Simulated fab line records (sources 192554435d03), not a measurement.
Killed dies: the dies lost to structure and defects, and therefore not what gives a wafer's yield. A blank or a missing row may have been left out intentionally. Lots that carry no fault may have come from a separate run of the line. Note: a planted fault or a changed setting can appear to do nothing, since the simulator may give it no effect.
fab line records || flow n5-finfet
[record] {"lots": 12, "wafers": 36, "last-day": 17}
route steps=1938 shown BEOL_M13@1699 PAD_METAL@1895 PASSIVATION@1905
lots with no fault: from the same line, run without faults
start-h: hours from the record's first day to the start of the lot's first wafer shown || wait-h: hours elapsed since this lot's preceding step || " same as the row above || L1.1+2: a single row standing in for several wafers || - value missing, or start not given || * or withheld: withheld || < > ~ a bound
route shown NAME@n: names a module that has steps shown in the file, with the first one's number in the route || usual: mean and standard deviation over wafers with no fault || same: alike in all rows || chamber/n: place in a boat || sites: readings site by site || _std_site: their standard deviation || _edge_site: the outer-site mean with the inner-site mean subtracted || radius-mm: for every site, how far away it sits from the centre of the wafer || mask NAME#n: copy n || behind: the most recent tool/chamber to have shaped the wafer || hold: why the lot was held/for how many hours/how that ended || device: which transistor (n, p or np) failed to switch || end of line: at the end of the route, the tests of the same wafers || a step given without rows: its recipe and nothing more || killed: at the first sort, the dies lost to defects and structure; wafer yield is something else || map: a wafer's dies, x killed, . not, _ none there
set.NAME: the setting that was run; set.NAME@STEP: the one run at that earlier step || model.NAME: the simulator's own value behind a step, which no gauge read
the route's steps for a sample of lots (tables are steps, rows are wafers)
services: when a tool's chamber went out of use (start-h, in hours from the record's first day, below 0 if earlier), for how many hours, and the reason
[[steps]]
[step N5_BEOL_M13_STRIP_37]
[recipe] {"chemistry": "N2/H2", "power-w": 1000, "temp-c": 250, "h2-frac": 0.65, "overash-fraction": 0.3, "pressure-mtorr": "withheld", "n2-flow-sccm": 1750, "h2-flow-sccm": 3250}
[usual] {"drypump-motor-current-A": "5.6/0.6", "heater-power-w": "324/20", "oes-product-au": "0.784/0.01", "temp-c": "250.02/0.22"}
{"lot.wafer": "L508.1", "tool": "plasma-asher-01", "chamber": 1, "start-h": 240.95, "wait-h": 0.0, "drypump-motor-current-A": 4.7, "heater-power-w": 312, "oes-product-au": 0.797, "rf-hours-counter-h": 116, "temp-c": 249.58}
{"lot.wafer": "L508.2", "tool": "plasma-asher-01", "chamber": 0, "start-h": 240.95, "wait-h": 0.0, "drypump-motor-current-A": 5.7, "heater-power-w": 325, "oes-product-au": 0.803, "rf-hours-counter-h": 116, "temp-c": 250.16}
{"lot.wafer": "L508.3", "tool": "plasma-asher-01", "chamber": 0, "start-h": 240.95, "wait-h": 0.0, "drypump-motor-current-A": 5.7, "heater-power-w": 322, "oes-product-au": 0.785, "rf-hours-counter-h": "-", "temp-c": 250.42}
{"lot.wafer": "L510.1", "tool": "plasma-asher-02", "chamber": 1, "start-h": 248.98, "wait-h": 0.0, "drypump-motor-current-A": 5.6, "heater-power-w": 340, "oes-product-au": 0.789, "rf-hours-counter-h": 73, "temp-c": 249.65}
{"lot.wafer": "L510.2", "tool": "plasma-asher-02", "chamber": 0, "start-h": 248.98, "wait-h": 0.0, "drypump-motor-current-A": 6.4, "heater-power-w": 301, "oes-product-au": 0.803, "rf-hours-counter-h": 73, "temp-c": 250.08}
{"lot.wafer": "L510.4", "tool": "plasma-asher-02", "chamber": 1, "start-h": 248.98, "wait-h": 0.0, "drypump-motor-current-A": 5.5, "heater-power-w": 356, "oes-product-au": 0.798, "rf-hours-counter-h": "-", "temp-c": 249.61}
{"lot.wafer": "L511.1", "tool": "plasma-asher-02", "chamber": 1, "start-h": 253.14, "wait-h": 0.0, "drypump-motor-current-A": 5.5, "heater-power-w": 354, "oes-product-au": 0.780, "rf-hours-counter-h": 74, "temp-c": 249.97}
{"lot.wafer": "L511.5", "tool": "plasma-asher-02", "chamber": 0, "start-h": 253.14, "wait-h": 0.0, "drypump-motor-current-A": 6.4, "heater-power-w": 295, "oes-product-au": 0.780, "rf-hours-counter-h": "-", "temp-c": 250.35}
{"lot.wafer": "L511.6", "tool": "plasma-asher-02", "chamber": 1, "start-h": 253.14, "wait-h": 0.0, "drypump-motor-current-A": 5.5, "heater-power-w": 357, "oes-product-au": 0.810, "rf-hours-counter-h": "-", "temp-c": 249.92}
{"lot.wafer": "L509.1", "tool": "plasma-asher-02", "chamber": 0, "start-h": 254.19, "wait-h": 0.0, "drypump-motor-current-A": 6.4, "heater-power-w": 304, "oes-product-au": 0.785, "rf-hours-counter-h": 74, "temp-c": 249.75}
{"lot.wafer": "L509.2", "tool": "plasma-asher-02", "chamber": 1, "start-h": 254.19, "wait-h": 0.0, "drypump-motor-current-A": 5.5, "heater-power-w": 346, "oes-product-au": 0.785, "rf-hours-counter-h": 74, "temp-c": 250.13}
{"lot.wafer": "L509.4", "tool": "plasma-asher-02", "chamber": 1, "start-h": 254.19, "wait-h": 0.0, "drypump-motor-current-A": 5.6, "heater-power-w": 366, "oes-product-au": 0.796, "rf-hours-counter-h": "-", "temp-c": 250.08}
{"lot.wafer": "L512.1", "tool": "plasma-asher-02", "chamber": 1, "start-h": 259.21, "wait-h": 0.0, "drypump-motor-current-A": 5.5, "heater-power-w": 355, "oes-product-au": 0.778, "rf-hours-counter-h": 75, "temp-c": 249.89}
{"lot.wafer": "L512.2", "tool": "plasma-asher-02", "chamber": 0, "start-h": 259.21, "wait-h": 0.0, "drypump-motor-current-A": 6.4, "heater-power-w": 293, "oes-product-au": 0.792, "rf-hours-counter-h": 75, "temp-c": 250.15}
{"lot.wafer": "L512.3", "tool": "plasma-asher-02", "chamber": 1, "start-h": 259.21, "wait-h": 0.0, "drypump-motor-current-A": 5.5, "heater-power-w": 353, "oes-product-au": 0.789, "rf-hours-counter-h": "-", "temp-c": 249.68}
{"lot.wafer": "L514.2", "tool": "plasma-asher-01", "chamber": 1, "start-h": 281.23, "wait-h": 0.0, "drypump-motor-current-A": 4.7, "heater-power-w": 320, "oes-product-au": 0.777, "rf-hours-counter-h": 123, "temp-c": 250.15}
{"lot.wafer": "L514.5", "tool": "plasma-asher-01", "chamber": 1, "start-h": 281.23, "wait-h": 0.0, "drypump-motor-current-A": 4.7, "heater-power-w": 320, "oes-product-au": 0.771, "rf-hours-counter-h": "-", "temp-c": 249.89}
{"lot.wafer": "L514.6", "tool": "plasma-asher-01", "chamber": 0, "start-h": 281.23, "wait-h": 0.0, "drypump-motor-current-A": 5.7, "heater-power-w": 324, "oes-product-au": 0.773, "rf-hours-counter-h": "-", "temp-c": 249.66}
{"lot.wafer": "L515.1", "tool": "plasma-asher-01", "chamber": 1, "start-h": 283.19, "wait-h": 0.0, "drypump-motor-current-A": 4.7, "heater-power-w": 324, "oes-product-au": 0.772, "rf-hours-counter-h": 124, "temp-c": 249.96}
{"lot.wafer": "L515.2", "tool": "plasma-asher-01", "chamber": 0, "start-h": 283.19, "wait-h": 0.0, "drypump-motor-current-A": 5.7, "heater-power-w": 319, "oes-product-au": 0.778, "rf-hours-counter-h": 124, "temp-c": 250.02}
{"lot.wafer": "L515.6", "tool": "plasma-asher-01", "chamber": 1, "start-h": 283.19, "wait-h": 0.0, "drypump-motor-current-A": 4.7, "heater-power-w": 313, "oes-product-au": 0.795, "rf-hours-counter-h": "-", "temp-c": 250.22}
{"lot.wafer": "L519.3", "tool": "plasma-asher-01", "chamber": 0, "start-h": 308.48, "wait-h": 0.1, "drypump-motor-current-A": 5.8, "heater-power-w": 320, "oes-product-au": 0.788, "rf-hours-counter-h": "-", "temp-c": 249.78}
{"lot.wafer": "L519.4", "tool": "plasma-asher-01", "chamber": 1, "start-h": 308.48, "wait-h": 0.1, "drypump-motor-current-A": 4.7, "heater-power-w": 331, "oes-product-au": 0.788, "rf-hours-counter-h": "-", "temp-c": 250.35}
{"lot.wafer": "L519.5", "tool": "plasma-asher-01", "chamber": 0, "start-h": 308.48, "wait-h": 0.1, "drypump-motor-current-A": 5.7, "heater-power-w": 326, "oes-product-au": 0.796, "rf-hours-counter-h": "-", "temp-c": 249.61}
{"lot.wafer": "L523.1", "tool": "plasma-asher-02", "chamber": 0, "start-h": 324.41, "wait-h": 0.0, "drypump-motor-current-A": 6.4, "heater-power-w": 301, "oes-product-au": 0.783, "rf-hours-counter-h": 85, "temp-c": 250.47}
{"lot.wafer": "L523.3", "tool": "plasma-asher-02", "chamber": 0, "start-h": 324.41, "wait-h": 0.0, "drypump-motor-current-A": 6.4, "heater-power-w": 295, "oes-product-au": 0.798, "rf-hours-counter-h": "-", "temp-c": 250.18}
{"lot.wafer": "L523.6", "tool": "plasma-asher-02", "chamber": 0, "start-h": 324.41, "wait-h": 0.0, "drypump-motor-current-A": 6.4, "heater-power-w": 303, "oes-product-au": 0.791, "rf-hours-counter-h": "-", "temp-c": 249.99}
{"lot.wafer": "L525.1", "tool": "plasma-asher-02", "chamber": 0, "start-h": 345.95, "wait-h": 0.0, "drypump-motor-current-A": 6.4, "heater-power-w": 301, "oes-product-au": 0.779, "rf-hours-counter-h": 89, "temp-c": 250.10}
{"lot.wafer": "L525.5", "tool": "plasma-asher-02", "chamber": 1, "start-h": 345.95, "wait-h": 0.0, "drypump-motor-current-A": 5.5, "heater-power-w": 359, "oes-product-au": 0.775, "rf-hours-counter-h": "-", "temp-c": 250.20}
{"lot.wafer": "L525.6", "tool": "plasma-asher-02", "chamber": 0, "start-h": 345.95, "wait-h": 0.0, "drypump-motor-current-A": 6.4, "heater-power-w": 306, "oes-product-au": 0.782, "rf-hours-counter-h": "-", "temp-c": 250.13}
{"lot.wafer": "L530.2", "tool": "plasma-asher-01", "chamber": 0, "start-h": 369.79, "wait-h": 0.0, "drypump-motor-current-A": 5.8, "heater-power-w": 315, "oes-product-au": 0.797, "rf-hours-counter-h": 144, "temp-c": 250.04}
{"lot.wafer": "L530.4", "tool": "plasma-asher-01", "chamber": 1, "start-h": 369.79, "wait-h": 0.0, "drypump-motor-current-A": 4.7, "heater-power-w": 315, "oes-product-au": 0.766, "rf-hours-counter-h": "-", "temp-c": 250.30}
{"lot.wafer": "L530.6", "tool": "plasma-asher-01", "chamber": 1, "start-h": 369.79, "wait-h": 0.0, "drypump-motor-current-A": 4.7, "heater-power-w": 321, "oes-product-au": 0.774, "rf-hours-counter-h": "-", "temp-c": 249.89}
{"lot.wafer": "L529.1", "tool": "plasma-asher-01", "chamber": 1, "start-h": 381.43, "wait-h": 0.0, "drypump-motor-current-A": 4.7, "heater-power-w": 322, "oes-product-au": 0.779, "rf-hours-counter-h": 146, "temp-c": 250.45}
{"lot.wafer": "L529.4", "tool": "plasma-asher-01", "chamber": 0, "start-h": 381.43, "wait-h": 0.0, "drypump-motor-current-A": 5.7, "heater-power-w": 323, "oes-product-au": 0.770, "rf-hours-counter-h": "-", "temp-c": 249.56}
{"lot.wafer": "L529.6", "tool": "plasma-asher-01", "chamber": 1, "start-h": 381.43, "wait-h": 0.0, "drypump-motor-current-A": 4.7, "heater-power-w": 326, "oes-product-au": 0.792, "rf-hours-counter-h": "-", "temp-c": 250.13}
[step N5_PASSIVATION_SPUTTER_20]
[recipe] {"material": "TaN", "target-thk-a": 500, "temp-c": 25, "chamber-pressure-pa": 0.4}
[usual] {"throttle-valve-pct": "29.8/1"}
{"lot.wafer": "L508.1", "tool": "pvd-sputter-02", "chamber": "-", "start-h": 267.39, "wait-h": 0.0, "throttle-valve-pct": 29.0}
{"lot.wafer": "L508.2", "tool": "pvd-sputter-02", "chamber": "-", "start-h": 267.39, "wait-h": 0.0, "throttle-valve-pct": 31.4}
{"lot.wafer": "L508.3", "tool": "pvd-sputter-02", "chamber": "-", "start-h": 267.39, "wait-h": 0.0, "throttle-valve-pct": 28.9}
{"lot.wafer": "L510.1", "tool": "pvd-sputter-01", "chamber": "-", "start-h": 277.18, "wait-h": 0.0, "throttle-valve-pct": 30.6}
{"lot.wafer": "L510.2", "tool": "pvd-sputter-01", "chamber": "-", "start-h": 277.18, "wait-h": 0.0, "throttle-valve-pct": 29.9}
{"lot.wafer": "L510.4", "tool": "pvd-sputter-01", "chamber": "-", "start-h": 277.18, "wait-h": 0.0, "throttle-valve-pct": 30.9}
{"lot.wafer": "L511.1", "tool": "pvd-sputter-03", "chamber": "-", "start-h": 277.91, "wait-h": 0.0, "throttle-valve-pct": 29.9}
{"lot.wafer": "L511.5", "tool": "pvd-sputter-03", "chamber": "-", "start-h": 277.91, "wait-h": 0.0, "throttle-valve-pct": 31.3}
{"lot.wafer": "L511.6", "tool": "pvd-sputter-03", "chamber": "-", "start-h": 277.91, "wait-h": 0.0, "throttle-valve-pct": 28.6}
{"lot.wafer": "L509.1", "tool": "pvd-sputter-01", "chamber": "-", "start-h": 283.37, "wait-h": 0.0, "throttle-valve-pct": 29.7}
{"lot.wafer": "L509.2", "tool": "pvd-sputter-01", "chamber": "-", "start-h": 283.37, "wait-h": 0.0, "throttle-valve-pct": 30.8}
{"lot.wafer": "L509.4", "tool": "pvd-sputter-01", "chamber": "-", "start-h": 283.37, "wait-h": 0.0, "throttle-valve-pct": 30.7}
{"lot.wafer": "L512.1", "tool": "pvd-sputter-02", "chamber": "-", "start-h": 284.51, "wait-h": 0.0, "throttle-valve-pct": 28.7}
{"lot.wafer": "L512.2", "tool": "pvd-sputter-02", "chamber": "-", "start-h": 284.51, "wait-h": 0.0, "throttle-valve-pct": 28.7}
{"lot.wafer": "L512.3", "tool": "pvd-sputter-02", "chamber": "-", "start-h": 284.51, "wait-h": 0.0, "throttle-valve-pct": 30.4}
{"lot.wafer": "L514.2", "tool": "pvd-sputter-03", "chamber": "-", "start-h": 303.46, "wait-h": 0.0, "throttle-valve-pct": 29.8}
{"lot.wafer": "L514.5", "tool": "pvd-sputter-03", "chamber": "-", "start-h": 303.46, "wait-h": 0.0, "throttle-valve-pct": 28.4}
{"lot.wafer": "L514.6", "tool": "pvd-sputter-03", "chamber": "-", "start-h": 303.46, "wait-h": 0.0, "throttle-valve-pct": 31.2}
{"lot.wafer": "L515.1", "tool": "pvd-sputter-03", "chamber": "-", "start-h": 306.98, "wait-h": 0.0, "throttle-valve-pct": 31.5}
{"lot.wafer": "L515.2", "tool": "pvd-sputter-03", "chamber": "-", "start-h": 306.98, "wait-h": 0.0, "throttle-valve-pct": 28.4}
{"lot.wafer": "L515.6", "tool": "pvd-sputter-03", "chamber": "-", "start-h": 306.98, "wait-h": 0.0, "throttle-valve-pct": 28.8}
{"lot.wafer": "L519.3", "tool": "pvd-sputter-02", "chamber": "-", "start-h": 330.81, "wait-h": 0.0, "throttle-valve-pct": 28.6}
{"lot.wafer": "L519.4", "tool": "pvd-sputter-02", "chamber": "-", "start-h": 330.81, "wait-h": 0.0, "throttle-valve-pct": 28.5}
{"lot.wafer": "L519.5", "tool": "pvd-sputter-02", "chamber": "-", "start-h": 330.81, "wait-h": 0.0, "throttle-valve-pct": 28.8}
{"lot.wafer": "L523.1", "tool": "pvd-sputter-01", "chamber": "-", "start-h": 349.96, "wait-h": 0.0, "throttle-valve-pct": 29.2}
{"lot.wafer": "L523.3", "tool": "pvd-sputter-01", "chamber": "-", "start-h": 349.96, "wait-h": 0.0, "throttle-valve-pct": 29.8}
{"lot.wafer": "L523.6", "tool": "pvd-sputter-01", "chamber": "-", "start-h": 349.96, "wait-h": 0.0, "throttle-valve-pct": 30.8}
{"lot.wafer": "L525.1", "tool": "pvd-sputter-02", "chamber": "-", "start-h": 372.73, "wait-h": 0.0, "throttle-valve-pct": 29.2}
{"lot.wafer": "L525.5", "tool": "pvd-sputter-02", "chamber": "-", "start-h": 372.73, "wait-h": 0.0, "throttle-valve-pct": 28.8}
{"lot.wafer": "L525.6", "tool": "pvd-sputter-02", "chamber": "-", "start-h": 372.73, "wait-h": 0.0, "throttle-valve-pct": 30.8}
{"lot.wafer": "L530.2", "tool": "pvd-sputter-03", "chamber": "-", "start-h": 394.98, "wait-h": 0.0, "throttle-valve-pct": 28.1}
{"lot.wafer": "L530.4", "tool": "pvd-sputter-03", "chamber": "-", "start-h": 394.98, "wait-h": 0.0, "throttle-valve-pct": 31.7}
{"lot.wafer": "L530.6", "tool": "pvd-sputter-03", "chamber": "-", "start-h": 394.98, "wait-h": 0.0, "throttle-valve-pct": 29.0}
{"lot.wafer": "L529.1", "tool": "pvd-sputter-01", "chamber": "-", "start-h": 407.92, "wait-h": 0.0, "throttle-valve-pct": 30.3}
{"lot.wafer": "L529.4", "tool": "pvd-sputter-01", "chamber": "-", "start-h": 407.92, "wait-h": 0.0, "throttle-valve-pct": 30.9}
{"lot.wafer": "L529.6", "tool": "pvd-sputter-01", "chamber": "-", "start-h": 407.92, "wait-h": 0.0, "throttle-valve-pct": 29.5}
[step N5_PASSIVATION_CD_MEAS_30]
[recipe] {"target-cd-nm": 4000, "landing-energy-ev": 500, "detector": "se-inlens", "polarity": "opening"}
[usual] {"cd-nm": "3999.5/1.6"}
{"lot.wafer": "L508.1", "tool": "cd-sem-01", "chamber": 0, "start-h": 268.08, "wait-h": "-", "cd-nm": 3998.2}
{"lot.wafer": "L508.2", "tool": "cd-sem-01", "chamber": 0, "start-h": 268.08, "wait-h": "-", "cd-nm": 3999.7}
{"lot.wafer": "L508.3", "tool": "cd-sem-01", "chamber": 0, "start-h": 268.08, "wait-h": "-", "cd-nm": 4000.5}
{"lot.wafer": "L510.1", "tool": "cd-sem-02", "chamber": 0, "start-h": 277.88, "wait-h": "-", "cd-nm": 3997.5}
{"lot.wafer": "L510.2", "tool": "cd-sem-02", "chamber": 0, "start-h": 277.88, "wait-h": "-", "cd-nm": 3998.6}
{"lot.wafer": "L510.4", "tool": "cd-sem-02", "chamber": 0, "start-h": 277.88, "wait-h": "-", "cd-nm": 3999.4}
{"lot.wafer": "L511.1", "tool": "cd-sem-03", "chamber": 0, "start-h": 278.48, "wait-h": "-", "cd-nm": 3995.2}
{"lot.wafer": "L511.5", "tool": "cd-sem-03", "chamber": 0, "start-h": 278.48, "wait-h": "-", "cd-nm": 3994.9}
{"lot.wafer": "L511.6", "tool": "cd-sem-03", "chamber": 0, "start-h": 278.48, "wait-h": "-", "cd-nm": 3998.4}
{"lot.wafer": "L509.1", "tool": "cd-sem-01", "chamber": 0, "start-h": 284.07, "wait-h": "-", "cd-nm": 3996.4}
{"lot.wafer": "L509.2", "tool": "cd-sem-01", "chamber": 0, "start-h": 284.07, "wait-h": "-", "cd-nm": 3998.6}
{"lot.wafer": "L509.4", "tool": "cd-sem-01", "chamber": 0, "start-h": 284.07, "wait-h": "-", "cd-nm": 3999.8}
{"lot.wafer": "L512.1", "tool": "cd-sem-02", "chamber": 0, "start-h": 285.08, "wait-h": "-", "cd-nm": 3997.5}
{"lot.wafer": "L512.2", "tool": "cd-sem-02", "chamber": 0, "start-h": 285.08, "wait-h": "-", "cd-nm": 3996.5}
{"lot.wafer": "L512.3", "tool": "cd-sem-02", "chamber": 0, "start-h": 285.08, "wait-h": "-", "cd-nm": 3997.9}
{"lot.wafer": "L514.2", "tool": "cd-sem-03", "chamber": 0, "start-h": 304.16, "wait-h": "-", "cd-nm": 4000.3}
{"lot.wafer": "L514.5", "tool": "cd-sem-03", "chamber": 0, "start-h": 304.16, "wait-h": "-", "cd-nm": 3997.6}
{"lot.wafer": "L514.6", "tool": "cd-sem-03", "chamber": 0, "start-h": 304.16, "wait-h": "-", "cd-nm": 3998.5}
{"lot.wafer": "L515.1", "tool": "cd-sem-02", "chamber": 0, "start-h": 307.70, "wait-h": "-", "cd-nm": 3998.8}
{"lot.wafer": "L515.2", "tool": "cd-sem-02", "chamber": 0, "start-h": 307.70, "wait-h": "-", "cd-nm": 3999.2}
{"lot.wafer": "L515.6", "tool": "cd-sem-02", "chamber": 0, "start-h": 307.70, "wait-h": "-", "cd-nm": 3999.4}
{"lot.wafer": "L519.3", "tool": "cd-sem-02", "chamber": 0, "start-h": 331.38, "wait-h": "-", "cd-nm": 3999.9}
{"lot.wafer": "L519.4", "tool": "cd-sem-02", "chamber": 0, "start-h": 331.38, "wait-h": "-", "cd-nm": 4000.5}
{"lot.wafer": "L519.5", "tool": "cd-sem-02", "chamber": 0, "start-h": 331.38, "wait-h": "-", "cd-nm": 3997.9}
{"lot.wafer": "L523.1", "tool": "cd-sem-03", "chamber": 0, "start-h": 350.53, "wait-h": "-", "cd-nm": 3997.5}
{"lot.wafer": "L523.3", "tool": "cd-sem-03", "chamber": 0, "start-h": 350.53, "wait-h": "-", "cd-nm": 4000.5}
{"lot.wafer": "L523.6", "tool": "cd-sem-03", "chamber": 0, "start-h": 350.53, "wait-h": "-", "cd-nm": 3999.5}
{"lot.wafer": "L525.1", "tool": "cd-sem-01", "chamber": 0, "start-h": 373.43, "wait-h": "-", "cd-nm": 3999.3}
{"lot.wafer": "L525.5", "tool": "cd-sem-01", "chamber": 0, "start-h": 373.43, "wait-h": "-", "cd-nm": 3999.2}
{"lot.wafer": "L525.6", "tool": "cd-sem-01", "chamber": 0, "start-h": 373.43, "wait-h": "-", "cd-nm": 4000.5}
{"lot.wafer": "L530.2", "tool": "cd-sem-01", "chamber": 0, "start-h": 395.67, "wait-h": "-", "cd-nm": 3999.0}
{"lot.wafer": "L530.4", "tool": "cd-sem-01", "chamber": 0, "start-h": 395.67, "wait-h": "-", "cd-nm": 3999.6}
{"lot.wafer": "L530.6", "tool": "cd-sem-01", "chamber": 0, "start-h": 395.67, "wait-h": "-", "cd-nm": 3997.6}
{"lot.wafer": "L529.1", "tool": "cd-sem-02", "chamber": 0, "start-h": 408.49, "wait-h": "-", "cd-nm": 4001.2}
{"lot.wafer": "L529.4", "tool": "cd-sem-02", "chamber": 0, "start-h": 408.49, "wait-h": "-", "cd-nm": 4000.2}
{"lot.wafer": "L529.6", "tool": "cd-sem-02", "chamber": 0, "start-h": 408.49, "wait-h": "-", "cd-nm": 4000.9}
[step N5_PASSIVATION_PROBE_49]
[usual] {"defect-limited-yield": "91.5/1.4", "killed_at_M0_to_M3": "33/10", "killed_at_M4_up": "13/5", "killed-at-contacts": "13/5.6", "killed-at-front-end": "38/12", "killed-at-other": "3.9/2.7", "killed-dies": "100/16", "killed-on-rim": "13/4", "killed-open": "66/13", "killed-short": "32/7.2", "sort_bin_5_function": "5.0/0.97", "sort_bin_6_memory": "3.2/0.61", "sort-n-pass": "1080/16", "sort-yield-pct": "91.5/1.4"}
[same] {"gross-dies": 1180, "killed-at-back-side": 0, "sort_bin_4_leakage[%]": 0, "sort_bin_8_speed[%]": 0}
{"lot.wafer": "L523.1", "tool": "prober-02", "chamber": "-", "start-h": 356.75, "wait-h": 0.0, "defect-limited-yield[%]": 82.5, "killed_at_M0_to_M3": 28, "killed_at_M4_up": 142, "killed-at-contacts": 17, "killed-at-front-end": 20, "killed-at-other": 0, "killed-dies": 207, "killed-on-rim": 28, "killed-open": 51, "killed-short": 31, "sort_bin_5_function[%]": 10.3, "sort_bin_6_memory[%]": 3.1, "sort-n-pass": 973, "sort-yield-pct[%]": 82.5}
{"lot.wafer": "L523.3", "tool": "prober-02", "chamber": "-", "start-h": 356.85, "wait-h": 0.1, "defect-limited-yield[%]": 80.8, "killed_at_M0_to_M3": 49, "killed_at_M4_up": 140, "killed-at-contacts": 12, "killed-at-front-end": 23, "killed-at-other": 3, "killed-dies": 227, "killed-on-rim": 29, "killed-open": 72, "killed-short": 27, "sort_bin_5_function[%]": 11.0, "sort_bin_6_memory[%]": 4.2, "sort-n-pass": 953, "sort-yield-pct[%]": 80.8}
{"lot.wafer": "L523.6", "tool": "prober-02", "chamber": "-", "start-h": 357.00, "wait-h": 0.3, "defect-limited-yield[%]": 82.1, "killed_at_M0_to_M3": 32, "killed_at_M4_up": 135, "killed-at-contacts": 7, "killed-at-front-end": 34, "killed-at-other": 3, "killed-dies": 211, "killed-on-rim": 27, "killed-open": 63, "killed-short": 19, "sort_bin_5_function[%]": 11.4, "sort_bin_6_memory[%]": 3.4, "sort-n-pass": 969, "sort-yield-pct[%]": 82.1}
{"lot.wafer": "L525.1", "tool": "prober-01", "chamber": "-", "start-h": 379.30, "wait-h": 0.0, "defect-limited-yield[%]": 81.4, "killed_at_M0_to_M3": 27, "killed_at_M4_up": 128, "killed-at-contacts": 25, "killed-at-front-end": 30, "killed-at-other": 9, "killed-dies": 219, "killed-on-rim": 28, "killed-open": 72, "killed-short": 24, "sort_bin_5_function[%]": 10.7, "sort_bin_6_memory[%]": 4.3, "sort-n-pass": 961, "sort-yield-pct[%]": 81.4}
{"lot.wafer": "L525.5", "tool": "prober-01", "chamber": "-", "start-h": 379.50, "wait-h": 0.2, "defect-limited-yield[%]": 80.7, "killed_at_M0_to_M3": 42, "killed_at_M4_up": 159, "killed-at-contacts": 8, "killed-at-front-end": 14, "killed-at-other": 5, "killed-dies": 228, "killed-on-rim": 11, "killed-open": 47, "killed-short": 27, "sort_bin_5_function[%]": 11.4, "sort_bin_6_memory[%]": 3.7, "sort-n-pass": 952, "sort-yield-pct[%]": 80.7}
{"lot.wafer": "L525.6", "tool": "prober-01", "chamber": "-", "start-h": 379.55, "wait-h": 0.3, "defect-limited-yield[%]": 80.7, "killed_at_M0_to_M3": 40, "killed_at_M4_up": 136, "killed-at-contacts": 15, "killed-at-front-end": 29, "killed-at-other": 8, "killed-dies": 228, "killed-on-rim": 32, "killed-open": 59, "killed-short": 39, "sort_bin_5_function[%]": 10.8, "sort_bin_6_memory[%]": 3.9, "sort-n-pass": 952, "sort-yield-pct[%]": 80.7}
// killed by level:class
L523.1 BEOL_M13:unspecified=125 MOL_CONTACT_COAG:geometric-particle:open=10 BEOL_M3:geometric-particle:open=8 BEOL_M4:geometric-particle:open=8 MOL_CONTACT_COAG:geometric-particle:short=7 FIN_SAQP:geometric-particle:open=4 BEOL_M0_SAQP:geometric-particle:short=4 STI_FIN_REVEAL:geometric-particle:open=3
L523.3 BEOL_M13:unspecified=126 BEOL_M0_SAQP:geometric-particle:short=12 BEOL_M3:geometric-particle:open=10 MOL_CONTACT_COAG:geometric-particle:open=9 BEOL_M2:geometric-particle:open=7 BEOL_M0_SAQP:geometric-particle:open=6 BEOL_M4:geometric-particle:open=6 DUMMY_GATE:geometric-particle:open=5
L523.6 BEOL_M13:unspecified=129 BEOL_M0_SAQP:geometric-particle:open=9 BEOL_M1:geometric-particle:open=9 FIN_SAQP:geometric-particle:short=8 STI_FIN_REVEAL:geometric-particle:open=8 FIN_SAQP:geometric-particle:open=7 MOL_CONTACT_COAG:geometric-particle:open=7 BEOL_M2:geometric-particle:open=5
L525.1 BEOL_M13:unspecified=121 MOL_CONTACT_COAG:geometric-particle:open=23 STI_FIN_REVEAL:geometric-particle:open=16 BEOL_M0_SAQP:geometric-particle:short=7 BEOL_M0_SAQP:geometric-particle:open=6 BEOL_M1:geometric-particle:open=5 DUMMY_GATE:geometric-particle:open=4 BEOL_M2:geometric-particle:short=3
L525.5 BEOL_M13:unspecified=153 BEOL_M1:geometric-particle:open=17 BEOL_M0_SAQP:geometric-particle:short=9 MOL_CONTACT_COAG:geometric-particle:open=5 DUMMY_GATE:geometric-particle:open=4 MOL_CONTACT_COAG:geometric-particle:short=3 BEOL_M0_SAQP:geometric-particle:open=3 BEOL_M1:geometric-particle:short=3
L525.6 BEOL_M13:unspecified=127 BEOL_M1:geometric-particle:open=15 MOL_CONTACT_COAG:geometric-particle:open=13 BEOL_M0_SAQP:geometric-particle:short=12 GATE_CUT:geometric-particle:short=5 DUMMY_GATE:geometric-particle:open=4 BEOL_M2:geometric-particle:open=4 STARTING-WAFER:geometric-particle:short=4
[[services]]
{"tool": "plasma-asher-01", "chamber": "-", "start-h": 262.37, "hours": 1.1, "kind": "repair"}
{"tool": "plasma-asher-02", "chamber": "-", "start-h": 285.13, "hours": 15.6, "kind": "pm"}
{"tool": "plasma-asher-01", "chamber": "-", "start-h": 343.83, "hours": 0.6, "kind": "repair"}
{"tool": "pvd-sputter-02", "chamber": "-", "start-h": 346.69, "hours": 2.1, "kind": "repair"}
{"tool": "pvd-sputter-03", "chamber": "-", "start-h": 357.26, "hours": 3.2, "kind": "repair"}
{"tool": "pvd-sputter-03", "chamber": "-", "start-h": 361.68, "hours": 0.8, "kind": "repair"}
{"tool": "plasma-asher-01", "chamber": "-", "start-h": 402.41, "hours": 2.8, "kind": "pm"}
[[key]]
[first-sign] {"step": "N5_PASSIVATION_PROBE_49", "reading": "killed_at_M4_up", "direction": "up", "sigmas": 25, "usual": 13, "struck": 140}
[effect] {"step": "N5_PASSIVATION_PROBE_49", "reading": "defect-limited-yield", "direction": "down", "sigmas": 7.3, "usual": 91.5, "struck": 81.4}
[more-kills-born-at] {"N5_BEOL_M13_STRIP_37@plasma-asher-02": 781}
met-at N5_BEOL_M13_STRIP_37
struck-lots L523,L525
not-acting-at N5_PASSIVATION_SPUTTER_20,N5_PASSIVATION_CD_MEAS_30
onset-between 259.21 324.41
[fault] {"kind": "chamber-particle-source", "tool": "plasma-asher-02", "chamber": "-", "onset-h": 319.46, "steps": "N5_BEOL_M13_STRIP_37", "rate-per-visit-cm2": 1.7823, "end-h": 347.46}
